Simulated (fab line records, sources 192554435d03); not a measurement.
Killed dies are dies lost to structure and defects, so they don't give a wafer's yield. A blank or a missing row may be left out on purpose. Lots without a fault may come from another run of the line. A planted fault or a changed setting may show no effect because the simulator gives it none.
Which tool did it? | flow n5_finfet | 11 lots, 32 wafers sampled, at 5 steps of a route of 1938

WHAT THE GAUGES READ, wafer by wafer
N5_WELL_APT_OVL_MEAS_09. Usual: NWELL_OVL -2 nm, standard deviation 5.6.
lot  | measured    | on         | NWELL_OVL (nm) | flag
L599 | day 1 13:41 | overlay-02 | -5 8 8         |
L600 | day 1 20:22 | overlay-01 | 3 -3           |
L604 | day 2 19:50 | overlay-01 | -1 3 -1        |
L606 | day 3 07:47 | overlay-01 | 3 1 3          |
L610 | day 4 07:35 | overlay-02 | -12 -8 -4      |
L611 | day 4 13:36 | overlay-02 | -2 -3 -7       |
L612 | day 4 19:37 | overlay-02 | 1 -2 -1        |
L613 | day 5 02:29 | overlay-01 | 4 3 -2         |
L614 | day 5 07:37 | overlay-02 | -4 -9 -9       |
L615 | day 5 13:49 | overlay-01 | -15 -5 -10     |
L622 | day 7 07:44 | overlay-02 | 7 1 1          |

N5_WELL_APT_CD_MEAS_25: target cd 200 nm. Usual: cd_nm 198.9 nm, standard deviation 2.4.
lot  | measured    | on        | cd_nm (nm)        | flag
L599 | day 1 14:56 | cd_sem-02 | 200.5 200.1 197.7 |
L600 | day 1 22:05 | cd_sem-03 | 198.4 197.7       |
L604 | day 2 22:33 | cd_sem-03 | 200.8 199.1 202.4 |
L606 | day 3 10:00 | cd_sem-03 | 195.2 195.6 194.9 |
L610 | day 4 08:41 | cd_sem-03 | 195.8 198.4 194.4 |
L611 | day 4 14:43 | cd_sem-02 | 197.9 203.0 196.1 |
L612 | day 4 22:42 | cd_sem-01 | 199.9 201.6 197.8 |
L613 | day 5 03:34 | cd_sem-01 | 197.7 200.3 198.6 |
L614 | day 5 08:52 | cd_sem-02 | 203.1 197.7 200.8 |
L615 | day 5 14:58 | cd_sem-01 | 202.9 197.5 199.9 |
L622 | day 7 08:58 | cd_sem-02 | 194.0 200.6 198.8 |

N5_WELL_APT_OVL_MEAS_26. Usual: PWELL_OVL -2 nm, standard deviation 6.3.
lot  | measured    | on         | PWELL_OVL (nm) | flag
L599 | day 1 14:58 | overlay-01 | -1 -4 -12      |
L600 | day 1 22:07 | overlay-01 | -3 -8          |
L604 | day 2 22:35 | overlay-02 | 3 4 -3         |
L606 | day 3 10:02 | overlay-02 | -4 -13 -10     |
L610 | day 4 08:43 | overlay-02 | -6 -6 -8       |
L611 | day 4 14:45 | overlay-02 | 10 16 8        |
L612 | day 4 22:44 | overlay-02 | 11 12 7        |
L613 | day 5 03:36 | overlay-02 | -7 1 -9        |
L614 | day 5 08:53 | overlay-02 | -1 -1 9        |
L615 | day 5 14:59 | overlay-01 | -5 -5 0        |
L622 | day 7 08:59 | overlay-01 | -7 -5 -5       |

N5_BEOL_M4_RC_MEAS_101. Usual: DIBL_N 36.0 mV/V, standard deviation 2.2; DIBL_P 35.9 mV/V, standard deviation 2.6; IOFF_N 0.16 nA/um, standard deviation 0.038; IOFF_P 0.21 nA/um, standard deviation 0.042; ION_N 675 uA/um, standard deviation 15; ION_P 463 uA/um, standard deviation 10; RS_NWELL 1036 ohm/sq, standard deviation 6.8; SS_N 71.5 mV/dec, standard deviation 0.62; SS_P 73.2 mV/dec, standard deviation 0.76; VT_N 250 mV, standard deviation 4.1; VT_P -251 mV, standard deviation 3.6.
lot  | measured     | on        | DIBL_N (mV/V)  | DIBL_P (mV/V)  | IOFF_N (nA/um) | IOFF_P (nA/um) | ION_N (uA/um) | ION_P (uA/um) | RS_NWELL (ohm/sq) | SS_N (mV/dec)  | SS_P (mV/dec)  | VT_N (mV)   | VT_P (mV)      | flag
L599 | day 7 20:41  | prober-01 | 35.0 32.8 33.8 | 34.6 32.3 32.1 | 0.13 0.11 0.12 | 0.20 0.17 0.16 | 672 658 665   | 464 457 461   | 1032 1042 1033    | 71.2 70.6 71.6 | 72.7 72.4 72.1 | 250 256 254 | -250 -251 -251 |
L600 | day 8 00:44  | prober-01 | 37.3 35.4      | 37.3 35.0      | 0.17 0.14      | 0.21 0.19      | 674 667       | 461 454       | 1049 1048         | 71.5 71.6      | 73.2 72.4      | 251 251     | -254 -253      |
L604 | day 9 03:22  | prober-01 | 38.7 36.1 33.1 | 39.3 35.5 32.3 | 0.21 0.16 0.12 | 0.26 0.19 0.16 | 690 675 662   | 471 459 452   | 1033 1039 1046    | 72.2 72.4 71.2 | 74.5 73.7 72.1 | 245 249 252 | -249 -251 -253 |
L606 | day 9 22:17  | prober-01 | 36.5 34.2 35.0 | 35.6 34.0 34.3 | 0.15 0.13 0.13 | 0.20 0.19 0.19 | 672 682 673   | 462 473 465   | 1021 1022 1019    | 71.5 70.9 70.7 | 73.3 72.4 72.6 | 249 253 251 | -249 -250 -249 |
L610 | day 10 14:30 | prober-01 | 38.5 32.9 37.7 | 36.9 30.5 36.0 | 0.16 0.09 0.16 | 0.26 0.17 0.25 | 684 639 674   | 475 447 474   | 1031 1033 1045    | 71.2 70.3 71.4 | 73.7 72.9 73.6 | 248 257 248 | -247 -250 -245 |
L611 | day 11 07:26 | prober-01 | 35.2 34.9 35.5 | 36.6 34.8 36.6 | 0.15 0.14 0.15 | 0.20 0.18 0.20 | 673 681 666   | 460 466 456   | 949 934 937       | 71.2 71.4 71.6 | 72.6 72.5 73.4 | 249 250 246 | -249 -250 -254 | OFF
L612 | day 11 13:40 | prober-02 | 35.7 32.8 36.7 | 35.0 31.4 34.6 | 0.15 0.11 0.16 | 0.19 0.15 0.19 | 671 670 669   | 464 458 457   | 1036 1043 1037    | 70.9 70.7 71.8 | 72.2 72.1 72.8 | 248 253 249 | -250 -254 -250 |
L613 | day 11 07:28 | prober-02 | 36.8 37.0 36.8 | 35.6 36.6 36.4 | 0.16 0.16 0.16 | 0.23 0.25 0.24 | 677 671 685   | 467 471 473   | 1038 1032 1040    | 70.6 71.9 71.2 | 73.3 73.8 72.4 | 249 247 250 | -247 -248 -253 |
L614 | day 12 00:31 | prober-01 | 35.9 34.5 33.3 | 34.9 34.9 32.4 | 0.14 0.14 0.10 | 0.17 0.17 0.15 | 670 656 632   | 458 452 438   | 940 950 941       | 71.9 71.3 71.4 | 73.3 74.0 73.3 | 253 248 254 | -257 -256 -259 | OFF
L615 | day 11 22:24 | prober-01 | 36.0 37.0 34.2 | 37.5 38.6 34.9 | 0.18 0.19 0.15 | 0.24 0.25 0.19 | 687 691 694   | 470 475 480   | 1042 1038 1042    | 71.2 71.3 71.1 | 73.3 73.8 72.6 | 246 246 249 | -246 -247 -250 |
L622 | day 13 18:21 | prober-02 | 36.0 35.7 35.6 | 37.0 36.7 37.8 | 0.18 0.18 0.19 | 0.25 0.25 0.28 | 684 693 700   | 464 475 491   | 1034 1032 1037    | 71.0 71.2 71.5 | 73.4 73.6 74.2 | 245 244 245 | -248 -245 -245 |

WHICH TOOL RAN EACH LOT (tool, then ch and the chambers of the sampled wafers, then the start)
lot  | N5_WELL_APT_IMPLANT_14
L599 | implanter-02 ch 0, day 1 13:54
L600 | implanter-01 ch 0, day 1 21:09
L604 | implanter-01 ch 0, day 2 21:38
L606 | implanter-01 ch 0, day 3 09:04
L610 | implanter-01 ch 0, day 4 07:44
L611 | implanter-01 ch 0, day 4 13:47
L612 | implanter-02 ch 0, day 4 19:48
L613 | implanter-02 ch 0, day 5 02:40
L614 | implanter-01 ch 0, day 5 07:49
L615 | implanter-02 ch 0, day 5 14:05
L622 | implanter-02 ch 0, day 7 07:54
- N5_WELL_APT_IMPLANT_14

WHAT THE TOOLS THEMSELVES READ (means of the sampled wafers that have a number; where no wafer has one, the mark that the record gives instead)
N5_WELL_APT_IMPLANT_14. Usual: beam_energy_keV 160.00, standard deviation 0.048; end_station_pressure_torr 5.14e-06 Torr, standard deviation 2.7e-07; rotation_deg 0.001 degrees, standard deviation 0.02.
lot  | tool         | beam_energy_keV | end_station_pressure_torr (Torr) | rotation_deg (degrees) | flag
L599 | implanter-02 | 159.99          | 4.82e-06                         | 0.001                  |
L600 | implanter-01 | 159.99          | 5.20e-06                         | 0.016                  |
L604 | implanter-01 | 160.06          | 5.09e-06                         | 0.013                  |
L606 | implanter-01 | 160.00          | 5.37e-06                         | 0.005                  |
L610 | implanter-01 | 160.02          | 5.09e-06                         | 0.024                  |
L611 | implanter-01 | 194.00          | 5.16e-06                         | -0.021                 | OFF
L612 | implanter-02 | 160.03          | 4.94e-06                         | -0.011                 |
L613 | implanter-02 | 160.02          | 5.17e-06                         | -0.005                 |
L614 | implanter-01 | 193.94          | 5.04e-06                         | -0.025                 | OFF
L615 | implanter-02 | 160.02          | 5.11e-06                         | -0.029                 |
L622 | implanter-02 | 159.98          | 5.32e-06                         | 0.010                  |

THE ANSWER, worked out from the rows above alone
Rule: a lot is off if the mean of its wafers that have a number lies more than 3 standard deviations from the usual mean. A lot without any number at a reading at which 4 lots or more have one is off too. The other lots that the step has rows for count as sound. The gauges are gone through in route order, then the tools' own readings, and for those a lot's mean is taken as printed above. The first step at which some lot is off is used, and at that step the reading that is off furthest; a lot without a number counts as furthest.
Off: L611, L614, at N5_BEOL_M4_RC_MEAS_101 (RS_NWELL).
A tool fits if, at a process step before that reading, it ran every lot that is off, and no sound lot after the first of them. The gauges at N5_BEOL_M4_RC_MEAS_101 aren't tried: what is off there is off at N5_WELL_APT_IMPLANT_14 too, on other tools, and a gauge's error can't cause that. One fits: implanter-01 at N5_WELL_APT_IMPLANT_14. Its last sound lot is L610 (day 4 07:44), its first lot that is off L611 (day 4 13:47): a fault that began between those two fits.
The tool's own readings at N5_WELL_APT_IMPLANT_14 bear it out: on the lots that are off they differ by more than 5 times the standard deviation of the sound lots' means. beam_energy_keV reads 193.97 there against 160.01 on the sound lots.

WHAT THE SIMULATOR HAD PUT IN
Process parameter drift: implanter-01, from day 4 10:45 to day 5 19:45, at N5_WELL_APT_IMPLANT_14. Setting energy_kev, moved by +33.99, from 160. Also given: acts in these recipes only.
Lots struck among those shown: L611, L614. The rule above found the same.
